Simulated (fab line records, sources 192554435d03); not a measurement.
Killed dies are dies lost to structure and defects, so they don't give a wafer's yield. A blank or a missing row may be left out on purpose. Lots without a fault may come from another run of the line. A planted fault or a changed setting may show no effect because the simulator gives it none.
Problem report in the 8D (eight disciplines) form, filled by code | flow n5_finfet | the parts of the form that need people (team, actions taken, sign-off) are left out

1. THE PROBLEM
cd_nm at N5_SDB_CD_MEAS_11 reads a mean of 43.6 nm on 6 wafers of 2 lots; wafers without a fault read 49.4 nm with a standard deviation of 1.1. That is -5.3 standard deviations from the usual mean.
The step: target cd 50 nm.
First seen on wafer L546.1, day 5 06:17, on cd_sem-01. The record holds 36 wafers of 12 lots with a number at this step. Rule for "out", or "out of limits": more than 4 standard deviations from the usual mean. The other wafers with a number count as sound.

2. WHAT IT IS AND WHAT IT IS NOT
question                    | is                     | is not
which readings at this step | cd_nm                  | -
which lots                  | L546, L548             | L542, L543, L544, L549, L552, L553, L554, L558, L562, L563
which wafers of those lots  | all that have a number | -
read on which gauges        | cd_sem-01, cd_sem-03   | cd_sem-02
when                        | from day 5 06:17       | up to then (9 sound wafers); but 21 sound wafers of L549, L552, L553, L554, L558, L562, L563 came after

3. SUSPECTS, AND WHAT RULES EACH OUT
Counting: a tool at a process step up to the reading stays a suspect if it ran every lot that is out and no sound lot after the first of them.
- the gauge at N5_SDB_CD_MEAS_11: ruled out. The wafers that are out were read on 2 gauges (cd_sem-01, cd_sem-03).
- arfi_scanner-01 at N5_SDB_EXPOSE_08 (exposes mask SDB): kept. It ran every lot that is out, first L546 (day 5 06:10), and no sound lot after that; its last sound lot up to then is L544 (day 4 19:20). Its own readings are out on those wafers: exposure_dose_mJ_cm2.
Left after counting: arfi_scanner-01 at N5_SDB_EXPOSE_08.

4. THE CAUSE (what the simulator had put in)
Process parameter drift: arfi_scanner-01, from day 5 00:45 on, at N5_SDB_EXPOSE_08. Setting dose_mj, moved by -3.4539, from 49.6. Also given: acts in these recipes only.
Counting left only this tool.

5. THE CHAIN OF EFFECTS, in route order
Each row: a reading whose mean over the struck wafers that have a number lies more than 3 standard deviations from the usual. Only readings for which the record gives a usual standard deviation are gone through. hours: the time from each lot's start at the first step in this table that gives one to its start at this step, as a median over the lots. sigmas: the change in usual standard deviations.
hours | step              | reading              | usual   | on struck wafers | change | sigmas
0     | N5_SDB_EXPOSE_08  | exposure_dose_mJ_cm2 | 49.74   | 46.43            | -3.31  | -17
0     | N5_SDB_CD_MEAS_11 | cd_nm                | 49.4 nm | 43.6             | -5.8   | -5.3
The process steps in it:
- N5_SDB_EXPOSE_08: exposes mask SDB.
Later measuring or inspecting steps at which every struck wafer that the step has a row for has a number for every such reading, and none has moved that far: N5_SDB_OVL_MEAS_12.

6. WHAT WOULD HAVE CAUGHT IT SOONER
In this record the first reading out of limits at a measuring or inspecting step was taken at day 5 06:17, 6 hours after the fault began at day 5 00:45.
The tool's own readings at N5_SDB_EXPOSE_08 were out on every struck wafer that the step has a row for (exposure_dose_mJ_cm2): an alarm limit on them would have fired on the first of those.
Of the lots that are out (2), L548 began N5_SDB_EXPOSE_08 on arfi_scanner-01 after day 5 06:17. A hold on the tool at that time would have spared it.
